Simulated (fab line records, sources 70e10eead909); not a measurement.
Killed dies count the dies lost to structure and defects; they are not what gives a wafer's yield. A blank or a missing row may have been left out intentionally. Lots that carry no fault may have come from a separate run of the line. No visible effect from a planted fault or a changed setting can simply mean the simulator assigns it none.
fab line records | flow nand-harc
[record] lots = 6 wafers = 18 last-day = 24
route steps=1159 shown P_M0@282 P_M1@285
lots untouched by any fault: they come from a run of this same line in which no faults occurred
start-h: start of the lot's first displayed wafer, in hours after the record's first day | wait-h: how many hours have passed since the lot's step before this one | " unchanged from the row above | L1.1+2: several wafers, shown together as one row | - no value, or no start given | * or withheld: withheld | < > ~ a bound
route shown NAME@n: NAME is a module with steps in the file, n the number in the route of the first one | usual: the fault-free wafers' mean and standard deviation | same: alike in all rows | chamber/n: place in a boat | sites: readings site by site | _std_site: their standard deviation | _edge_site: the outer-site mean with the inner-site mean subtracted | radius-mm: how far each site lies from the wafer's centre | mask NAME#n: copy n | behind: tool/chamber where the wafer was last shaped | hold: why the lot went on hold/how many hours it stayed there/how the hold came to an end | device: transistor that didn't switch, given as n, p or np | end of line: tests of these same wafers at the route's end | step lacking rows: just its recipe | killed: not the wafer's yield, but the dies lost to structure and defects at the first sort | map: a wafer's dies, marking killed ones x, the rest . and places with no die _
set.NAME: the setting that was run; set.NAME@STEP: the one run at that earlier step | model.NAME: the simulator's own value behind a step, which no gauge read
certain route steps with their lots: each step a table, each wafer a row
services: when a tool's chamber went out of use (start-h, in hours from the record's first day, below 0 if earlier), for how many hours, and the reason
[[steps]]
[step NHARC_P_M0_INSPECT_27]
[usual] raw-defect-count = 299/140
// columns lot.wafer tool chamber start-h wait-h raw-defect-count
L867.3 defect-inspect-02 - 128.55 0.0 826
L867.4 " - " " 273
L867.6 " - " " 248
L874.2 defect-inspect-01 - 159.96 0.0 143
L874.3 " - " " 143
L874.4 " - " " 167
L881.2 defect-inspect-02 - 200.26 0.0 379
L881.4 " - " " 351
L881.6 " - " " 253
L884.1 defect-inspect-02 - 217.53 0.0 366
L884.5 " - " " 304
L884.6 " - " " 345
L883.2 defect-inspect-01 - 218.07 0.0 576
L883.5 " - " " 569
L883.6 " - " " 327
L887.4 defect-inspect-02 - 235.70 0.0 163
L887.5 " - " " 167
L887.6 " - " " 181
[step NHARC_P_M0_PRE_CLEAN_31]
[recipe] time-s = 12 temp-c = 370 rf-power-w = 300 gas = NH3
[usual] heater-power-w = 623/84
// columns lot.wafer tool chamber start-h wait-h heater-power-w
L867.3 pecvd-02 0 128.64 0.1 542
L867.6 " 1 " " 683
L867.4 " 0 " " 532
L874.2 pecvd-01 1 160.03 0.1 655
L874.3 " 1 " " 677
L874.4 " 0 " " 523
L881.2 pecvd-02 0 200.36 0.1 536
L881.6 " 1 " " 625
L881.4 " 2 " " 653
L884.1 pecvd-02 1 217.60 0.1 589
L884.5 " 1 " " 603
L884.6 " 0 " " 567
L883.2 pecvd-03 0 218.15 0.1 658
L883.5 " 2 " " 716
L883.6 " 0 " " 662
L887.5 pecvd-01 1 235.80 0.1 735
L887.6 " 2 " " 653
L887.4 " 0 " " 473
[step NHARC_P_M0_DEP_32]
[recipe] target-thk-a = 300 temp-c = 370 target-thk-nm = 30 pressure-torr = 3 flow-sccm = 200 rf-w = 450 material = SiCN
[usual] heater-power-w = 576/88
// columns lot.wafer tool chamber start-h wait-h heater-power-w
L867.3 pecvd-02 0 128.78 0.1 494
L867.6 " 1 " " 595
L867.4 " 0 " " 490
L874.2 pecvd-01 1 160.15 0.1 611
L874.3 " 1 " " 616
L874.4 " 0 " " 440
L881.2 pecvd-02 0 200.50 0.1 514
L881.6 " 1 " " 554
L881.4 " 2 " " 551
L884.1 pecvd-02 1 217.68 0.1 594
L884.5 " 1 " " 593
L884.6 " 0 " " 469
L883.2 pecvd-03 0 218.26 0.1 654
L883.5 " 2 " " 705
L883.6 " 0 " " 632
L887.5 pecvd-01 1 235.97 0.2 689
L887.6 " 2 " " 675
L887.4 " 0 " " 408
[step NHARC_P_M1_DEP_00]
[recipe] target-thk-a = 1825 target-thk-nm = 182.5 temp-c = withheld pressure-torr = 5 flow-sccm = 200 rf-w = 600 material = SiOC
[step NHARC_P_M1_DEHYDRATE_01]
[recipe] temp-c = 150 time-s = 120
[step NHARC_P_M1_HMDS_02]
[recipe] time-s = 30
[step NHARC_P_M1_COAT_34]
[recipe] temp-c = 200 time-s = 65
[step NHARC_P_M1_COAT_03]
[recipe] spin-rpm = 1500 resist-thk-nm = 90
[step NHARC_P_M1_SOFTBAKE_04]
[recipe] temp-c = 105 time-s = 55
[step NHARC_P_M1_EBR_05]
[step NHARC_P_M1_EXPOSE_06]
[recipe] na = 1.35 target-cd-nm = 130 dose-mj = 81.88 mask-id = P_M1
[step NHARC_P_M1_PEB_07]
[recipe] peb-temp-c = 100 peb-time-s = 65
[usual] exhaust-pa = 45.1/0.87
// columns lot.wafer tool chamber start-h wait-h exhaust-pa
L867.3 litho-track-06 0 129.85 0.0 45.9
L867.4 " 0 " " 45.5
L867.6 " 0 " " 47.2
L874.2 litho-track-06 0 161.45 0.1 45.7
L874.3 " 0 " " 44.7
L874.4 " 0 " " 45.0
L881.2 litho-track-04 0 201.56 0.1 46.3
L881.4 " 0 " " 44.7
L881.6 " 0 " " 45.0
L884.1 litho-track-06 0 218.72 0.1 45.0
L884.5 " 0 " " 44.2
L884.6 " 0 " " 44.8
L883.2 litho-track-04 0 219.41 0.1 46.2
L883.5 " 0 " " 46.4
L883.6 " 0 " " 45.3
L887.4 litho-track-04 0 237.15 0.0 46.0
L887.5 " 0 " " 45.2
L887.6 " 0 " " 44.8
[step NHARC_P_M1_DEVELOP_08]
[recipe] develop-time-s = 35 dev-temp-c = 23
[step NHARC_P_M1_CD_MEAS_09]
[recipe] target-cd-nm = 130 landing-energy-ev = 500
[usual] cd-nm = 130.1/0.56
// columns lot.wafer tool chamber start-h wait-h cd-nm
L867.3 cd-sem-03 0 129.93 - 129.1
L867.4 " 0 " " 129.2
L867.6 " 0 " " 129.2
L874.2 cd-sem-03 0 161.53 - 130.5
L874.3 " 0 " " 130.6
L874.4 " 0 " " 129.9
L881.2 cd-sem-02 0 201.64 - 130.7
L881.4 " 0 " " 130.3
L881.6 " 0 " " 130.0
L884.1 cd-sem-01 0 218.80 - 129.6
L884.5 " 0 " " 129.7
L884.6 " 0 " " 129.1
L883.2 cd-sem-01 0 219.49 - 130.6
L883.5 " 0 " " 144.7
L883.6 " 0 " " 130.7
L887.4 cd-sem-03 0 237.23 - 130.2
L887.5 " 0 " " 146.0
L887.6 " 0 " " 129.5
[step NHARC_P_M1_OVL_MEAS_10]
[recipe] pitch-nm = 260
[usual] overlay-x-nm = 0.2/0.88 overlay-y-nm = -0.2/0.95
// columns lot.wafer tool chamber start-h wait-h overlay-x-nm overlay-y-nm
L867.3 overlay-02 - 130.01 - -0.9 -0.5
L867.4 " - " " -0.4 -0.6
L867.6 " - " " -0.8 -0.5
L874.2 overlay-01 - 161.62 - -0.3 0.3
L874.3 " - " " -0.6 0.4
L874.4 " - " " -0.7 0.7
L881.2 overlay-02 - 201.73 - -0.4 0.4
L881.4 " - " " 0.4 0.4
L881.6 " - " " -0.3 0.7
L884.1 overlay-02 - 218.89 - 0.5 0.5
L884.5 " - " " -0.3 0.2
L884.6 " - " " -0.5 -0.2
L883.2 overlay-01 - 219.58 - -0.3 -0.8
L883.5 " - " " -0.5 -0.4
L883.6 " - " " -0.4 -0.9
L887.4 overlay-02 - 237.31 - 0.8 0.7
L887.5 " - " " 1.2 1.2
L887.6 " - " " 1.1 0.7
[step NHARC_P_M1_INSPECT_11]
[usual] raw-defect-count = 3.7/2.1
// columns lot.wafer tool chamber start-h wait-h raw-defect-count
L867.3 defect-inspect-02 - 130.05 0.0 2
L867.4 " - " " 3
L867.6 " - " " 2
L874.2 defect-inspect-01 - 161.66 0.0 8
L874.3 " - " " 3
L874.4 " - " " 7
L881.2 defect-inspect-01 - 201.76 0.0 3
L881.4 " - " " 1
L881.6 " - " " 2
L884.1 defect-inspect-02 - 218.92 0.0 4
L884.5 " - " " 1
L884.6 " - " " 2
L883.2 defect-inspect-02 - 219.61 0.0 3
L883.5 " - " " 7
L883.6 " - " " 3
L887.4 defect-inspect-01 - 237.35 0.0 3
L887.5 " - " " 1
L887.6 " - " " 2
[step NHARC_P_M1_DESCUM_14]
[recipe] time-s = 3 o2-flow-sccm = 200 ar-flow-sccm = 0 bias-power-w = 0 chemistry = O2
[usual] drypump-motor-current-A = 5.6/0.47 mfc-ar-sccm = 0.008/0.011 oes-product-au = 1.001/0.01 rf-vpp-V = 57.7/0.91 showerhead-plenum-p-Torr = 1.92/0.07 throttle-valve-pct = 11.311/0.0086
// columns lot.wafer tool chamber start-h wait-h drypump-motor-current-A mfc-ar-sccm oes-product-au rf-hours-counter-h rf-vpp-V showerhead-plenum-p-Torr throttle-valve-pct model.P_M1.cd-nm
L867.3 rie-diel-05 2 130.11 0.1 6.5 0 1.004 8 56.1 1.92 11.315 128.9
L867.4 " 1 " " 6.5 0 0.972 9 57.0 1.98 11.316 129.4
L867.6 " 3 " " 5.8 0.025 0.981 - 57.2 1.89 11.316 129.3
L874.2 rie-diel-07 0 161.72 0.1 5.1 0 1.008 7 57.1 2.00 11.326 130.4
L874.3 " 1 " " 5.4 0 1.008 6 56.9 1.95 11.319 130.4
L874.4 " 2 " " 5.4 0.038 0.985 6 57.5 1.97 11.315 129.5
L881.2 rie-diel-07 0 201.82 0.1 5.1 0 1.020 10 58.3 2.00 11.321 130.2
L881.4 " 1 " " 5.4 0 1.000 9 58.0 1.94 11.311 130
L881.6 " 1 " " 5.4 0 1.019 - 58.7 1.94 11.314 129.8
L884.1 rie-diel-09 1 219.00 0.1 5.6 0.016 0.992 3 56.7 1.97 11.316 129.3
L884.6 " 3 " " 5.9 0.014 0.999 - 57.4 1.84 11.301 129.2
L884.5 " 0 " " 5.2 0 0.990 - 57.0 1.87 11.306 128.8
L883.2 rie-diel-09 2 219.68 0.1 5.3 0 0.992 2 59.0 2.06 11.320 130.5
L883.5 " 1 " " 5.7 0.016 0.994 - 59.0 1.97 11.308 144.7
L883.6 " 2 " " 5.3 0 1.003 - 57.8 2.06 11.308 131.3
L887.4 rie-diel-07 0 237.42 0.1 5.0 0 1.026 0 59.9 2.00 11.312 129.6
L887.5 " 3 " " 5.2 0.018 1.009 - 59.3 1.82 11.315 145.9
L887.6 " 0 " " 5.0 0 1.030 - 58.7 2.00 11.308 129.3
[step NHARC_P_M1_ETCH_35]
[recipe] target-depth-a = 400 overetch-a = 120 time-s = 43.94 ion-energy-ev = 200 n2-flow-sccm = 150 h2-flow-sccm = 150 ar-flow-sccm = 0 rf-w = 400 bias-w = 150 chemistry = N2/H2
[usual] bias-w = 149.9/0.41 drypump-motor-current-A = 5.7/0.46 mfc-ar-sccm = 0.009/0.012 n2-flow-sccm = 149.9/0.45 oes-product-au = 1.000/0.012 rf-vpp-V = 431.0/2 showerhead-plenum-p-Torr = 2.05/0.077 throttle-valve-pct = 14.172/0.009
// columns lot.wafer tool chamber start-h wait-h bias-w drypump-motor-current-A mfc-ar-sccm n2-flow-sccm oes-product-au rf-hours-counter-h rf-vpp-V showerhead-plenum-p-Torr throttle-valve-pct
L867.3 rie-diel-05 2 130.19 0.1 150.2 6.5 0 150.0 0.991 8 430.9 2.04 14.192
L867.4 " 1 " " 149.8 6.5 0 149.3 0.981 9 432.4 2.12 14.173
L867.6 " 3 " " 150.0 5.8 0.025 150.2 0.974 - 428.6 2.01 14.172
L874.2 rie-diel-07 3 161.80 0.1 150.0 5.2 0.018 150.0 1.006 7 427.2 1.93 14.167
L874.3 " 1 " " 149.9 5.4 0 150.0 1.016 6 430.7 2.07 14.169
L874.4 " 2 " " 149.6 5.4 0.038 150.6 0.992 6 433.5 2.10 14.180
L881.2 rie-diel-07 3 201.91 0.1 150.4 5.2 0.018 150.1 1.007 10 428.3 1.93 14.157
L881.4 " 1 " " 149.5 5.4 0 149.4 1.017 9 432.4 2.07 14.161
L881.6 " 3 " " 149.7 5.2 0.018 149.3 1.004 - 427.1 1.93 14.163
L884.1 rie-diel-09 2 219.08 0.1 150.1 5.3 0 150.1 1.001 2 434.9 2.20 14.165
L884.5 " 1 " " 149.5 5.7 0.016 149.8 0.993 - 432.5 2.10 14.165
L884.6 " 2 " " 149.4 5.3 0 150.0 1.003 - 434.7 2.20 14.167
L883.2 rie-diel-09 3 219.77 0.1 149.8 5.9 0.014 150.2 1.007 3 428.6 1.95 14.176
L883.6 " 2 " " 149.5 5.3 0 150.7 1.005 - 434.4 2.20 14.179
L883.5 " 3 " " 149.9 5.9 0.014 150.0 1.000 - 429.0 1.95 14.167
L887.4 rie-diel-07 3 237.51 0.1 149.2 5.2 0.018 150.7 1.009 0 426.9 1.93 14.157
L887.5 " 0 " " 149.8 5.1 0 149.4 1.015 - 433.1 2.13 14.186
L887.6 " 1 " " 150.1 5.4 0 150.2 1.013 - 432.6 2.07 14.182
[step NHARC_P_M1_ETCH_15]
[recipe] target-depth-a = 1825 time-s = 91.2 c4f8-flow-sccm = withheld ar-flow-sccm = 400 rf-w = 600 bias-w = 300 chemistry = C4F8/Ar
[usual] bias-w = 299.9/0.9 oes-product-au = 0.958/0.023 rf-vpp-V = 441.1/2.2
// columns lot.wafer tool chamber start-h wait-h bias-w oes-product-au rf-hours-counter-h rf-vpp-V
L867.3 rie-diel-05 2 - - 299.8 0.966 8 441.5
L867.4 " 3 " " 299.9 0.952 8 439.1
L867.6 " 1 " " 300.0 0.955 - 442.5
L874.3 rie-diel-07 3 - - 301.1 0.944 7 438.3
L874.4 " 0 " " 298.5 0.949 7 443.6
L874.2 " 1 " " 299.1 0.959 6 442.5
L881.4 rie-diel-07 1 - - 301.2 0.974 9 440.1
L881.2 " 3 " " 298.5 0.992 10 438.3
L881.6 " 1 " " 300.7 0.973 - 442.8
L884.1 rie-diel-09 2 - - 300.9 0.982 2 444.9
L884.6 " 2 " " 301.3 0.973 - 446.1
L884.5 " 3 " " 301.9 0.957 - 438.7
L883.2 rie-diel-09 3 - - 299.3 0.985 3 438.8
L883.5 " 1 " " 300.3 0.961 - 442.6
L883.6 " 2 " " 298.6 0.968 - 444.4
L887.4 rie-diel-07 1 - - 300.8 0.998 0 441.4
L887.5 " 3 " " 301.0 0.969 - 436.8
L887.6 " 0 " " 300.2 0.985 - 444.5
[step NHARC_P_M1_CD_MEAS_16]
[usual] cd-nm = 129.9/0.82
// columns lot.wafer tool chamber start-h wait-h cd-nm
L867.3 cd-sem-03 - 130.42 - 128.2
L867.4 " - " " 129.1
L867.6 " - " " 128.4
L874.2 cd-sem-01 - 162.02 - 130.4
L874.3 " - " " 130.7
L874.4 " - " " 129.4
L881.2 cd-sem-01 - 202.13 - 130.6
L881.4 " - " " 130.0
L881.6 " - " " 129.8
L884.1 cd-sem-03 - 219.29 - 128.9
L884.5 " - " " 129.4
L884.6 " - " " 129.4
L883.2 cd-sem-03 - 219.98 - 129.8
L883.5 " - " " 144.0
L883.6 " - " " 131.5
L887.4 cd-sem-01 - 237.72 - 129.5
L887.5 " - " " 145.2
L887.6 " - " " 129.4
[step NHARC_P_M1_STRIP_18]
[recipe] power-w = 1000 n2-flow-sccm = 150 h2-flow-sccm = 150 ar-flow-sccm = 0 bias-w = 0 chemistry = N2/H2
[usual] drypump-motor-current-A = 5.6/0.47 mfc-ar-sccm = 0.010/0.013 n2-flow-sccm = 150.0/0.49 oes-product-au = 1.002/0.011 rf-vpp-V = 90.7/0.97 showerhead-plenum-p-Torr = 2.05/0.074 throttle-valve-pct = 14.172/0.0095
[same] bias-w = 0
// columns lot.wafer tool chamber start-h wait-h drypump-motor-current-A mfc-ar-sccm n2-flow-sccm oes-product-au rf-hours-counter-h rf-vpp-V showerhead-plenum-p-Torr throttle-valve-pct
L867.4 rie-diel-09 1 130.51 0.1 5.6 0.016 149.7 0.991 1 91.7 2.10 14.181
L867.3 " 3 " " 5.9 0.014 150.2 0.984 1 90.1 1.96 14.163
L867.6 " 1 " " 5.6 0.016 149.7 0.987 - 89.9 2.10 14.184
L874.2 rie-diel-05 3 162.10 0.1 5.8 0.025 150.2 0.989 11 91.4 2.01 14.169
L874.4 " 0 " " 5.8 0 150.1 0.997 10 90.5 1.97 14.175
L874.3 " 1 " " 6.5 0 150.8 0.982 11 91.8 2.12 14.166
L881.2 rie-diel-09 2 202.20 0.1 5.3 0 150.0 1.013 2 93.0 2.20 14.172
L881.4 " 0 " " 5.2 0 149.3 0.993 - 89.9 1.99 14.170
L881.6 " 1 " " 5.6 0.016 149.9 0.997 - 90.7 2.10 14.160
L884.1 rie-diel-07 0 219.44 0.1 5.1 0 150.3 1.014 11 91.7 2.13 14.188
L884.5 " 1 " " 5.4 0 149.4 1.017 - 91.7 2.07 14.160
L884.6 " 2 " " 5.4 0.038 150.5 0.992 - 91.3 2.10 14.161
L883.2 rie-diel-07 0 220.08 0.1 5.1 0 150.4 1.017 11 91.5 2.13 14.170
L883.6 " 3 " " 5.2 0.018 149.9 1.007 - 89.8 1.93 14.166
L883.5 " 0 " " 5.1 0 150.3 1.010 - 92.4 2.13 14.175
L887.4 rie-diel-07 3 237.84 0.1 5.2 0.018 150.6 1.006 0 89.2 1.93 14.174
L887.6 " 1 " " 5.4 0 149.9 1.012 - 92.4 2.07 14.175
L887.5 " 2 " " 5.4 0.038 149.8 0.993 - 90.4 2.10 14.153
[step NHARC_P_M1_ETCH_28]
[recipe] target-depth-a = 300 over-etch-frac = 0.3 time-s = 72.99 ion-energy-ev = 150 cf4-flow-sccm = 50 n2-flow-sccm = 100 ar-flow-sccm = 150 rf-w = 300 bias-w = 100 chemistry = CF4/N2
[usual] bias-w = 100.0/0.31 drypump-motor-current-A = 5.6/0.45 mfc-ar-sccm = 150.0/0.5 n2-flow-sccm = 100.0/0.31 oes-product-au = 1.001/0.011 rf-vpp-V = 314.2/1.7 showerhead-plenum-p-Torr = 2.63/0.089 throttle-valve-pct = 19.794/0.0095
// columns lot.wafer tool chamber start-h wait-h bias-w drypump-motor-current-A mfc-ar-sccm n2-flow-sccm oes-product-au rf-hours-counter-h rf-vpp-V showerhead-plenum-p-Torr throttle-valve-pct model.P_M1.cd-nm
L867.3 rie-diel-09 2 - - 99.7 5.3 151.6 100.1 1.006 1 316.9 2.82 19.805 128.2
L867.4 " 0 " " 99.4 5.3 150.3 100.3 0.990 1 313.7 2.57 19.800 128.5
L867.6 " 2 " " 99.8 5.3 150.4 100.3 0.996 - 315.8 2.82 19.796 128.2
L874.2 rie-diel-05 0 - - 99.8 5.8 150.3 100.3 1.002 10 313.9 2.54 19.783 129.4
L874.3 " 1 " " 100.0 6.5 149.8 100.5 0.981 11 316.0 2.72 19.804 131.1
L874.4 " 2 " " 99.7 6.4 150.1 100.0 0.996 11 312.9 2.63 19.786 129.5
L881.2 rie-diel-09 0 - - 99.8 5.2 150.1 100.0 0.999 3 313.5 2.57 19.779 130
L881.4 " 1 " " 100.6 5.6 149.9 100.4 0.990 - 313.9 2.70 19.794 130.2
L881.6 " 2 " " 100.0 5.3 150.3 100.1 1.004 - 316.5 2.81 19.789 128.9
L884.1 rie-diel-07 1 - - 100.3 5.4 149.6 100.1 1.009 10 315.7 2.67 19.786 130
L884.5 " 1 " " 99.6 5.4 150.2 99.9 1.003 - 316.9 2.67 19.805 128.8
L884.6 " 2 " " 100.1 5.4 150.6 100.2 0.992 - 314.6 2.70 19.804 129.8
L883.2 rie-diel-07 3 - - 99.9 5.2 150.1 99.4 1.006 11 313.1 2.50 19.804 130.2
L883.5 " 1 " " 99.7 5.4 149.5 100.2 1.004 - 314.1 2.66 19.789 144.4
L883.6 " 2 " " 100.0 5.4 149.3 100.1 0.987 - 315.4 2.70 19.802 132.3
L887.4 rie-diel-07 2 - - 100.1 5.4 150.9 99.4 0.997 0 315.0 2.70 19.792 130.1
L887.5 " 3 " " 99.8 5.2 149.7 99.9 1.010 - 313.5 2.50 19.791 144.3
L887.6 " 0 " " 100.3 5.1 150.0 100.7 1.024 - 316.7 2.74 19.781 129.3
[step NHARC_P_M1_STRIP_19]
[recipe] time-s = 600 temp-c = 30 chemistry = post-etch-residue-remover
[[services]]
// columns tool chamber start-h hours kind
rie-diel-07 0 109.20 - clean
rie-diel-07 1 109.20 - clean
rie-diel-07 2 109.20 - clean
rie-diel-07 3 109.20 - clean
pecvd-03 - 111.27 13.0 pm
litho-track-06 - 117.00 7.0 pm
pecvd-01 2 124.68 12.8 repair
pecvd-02 - 124.89 0.5 repair
rie-diel-07 0 133.70 - clean
rie-diel-07 1 133.70 - clean
rie-diel-07 2 133.70 - clean
rie-diel-07 3 133.70 - clean
pecvd-01 2 137.55 13.5 repair
rie-diel-09 0 137.65 13.1 repair
litho-track-04 - 141.00 7.0 pm
pecvd-02 - 153.44 13.0 pm
pecvd-01 2 157.18 8.7 repair
rie-diel-05 - 163.60 9.0 pm
pecvd-01 - 167.42 7.7 repair
rie-diel-09 2 171.03 30.0 repair
rie-diel-09 3 201.08 7.2 repair
pecvd-02 - 220.80 1.6 repair
rie-diel-07 - 228.20 9.0 pm
pecvd-01 - 237.16 13.0 pm
[[key]]
[first-sign] step = NHARC_P_M1_CD_MEAS_09 reading = cd-nm direction = up sigmas = 27 usual = 130.1 struck = 145.3
[effect] step = NHARC_P_M1_CD_MEAS_16 reading = cd-nm direction = up sigmas = 18 usual = 129.9 struck = 144.6
[model-effect] step = NHARC_P_M1_DESCUM_14 value = P_M1.cd-nm without = 130 struck = 145.3
[model-effect] step = NHARC_P_M1_ETCH_28 value = P_M1.cd-nm without = 129.1 struck = 144.4
met-at NHARC_P_M1_PEB_07
struck-wafers L883.5,L887.5
sort-left-out L883.5,L887.5
onset-between 201.56 219.41
[fault] kind = process-parameter-drift tool = litho-track-04 chamber = - onset-h = 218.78 steps = NHARC_P_M1_PEB_07 channel = peb-time-s offset = * shape = step end-h = 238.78 scope = struck-wafers-only acts-in = * stated = *
// sort-left-out: the simulated sort isn't trusted on such a fault, so these wafers' sort isn't shown, and their yield isn't known
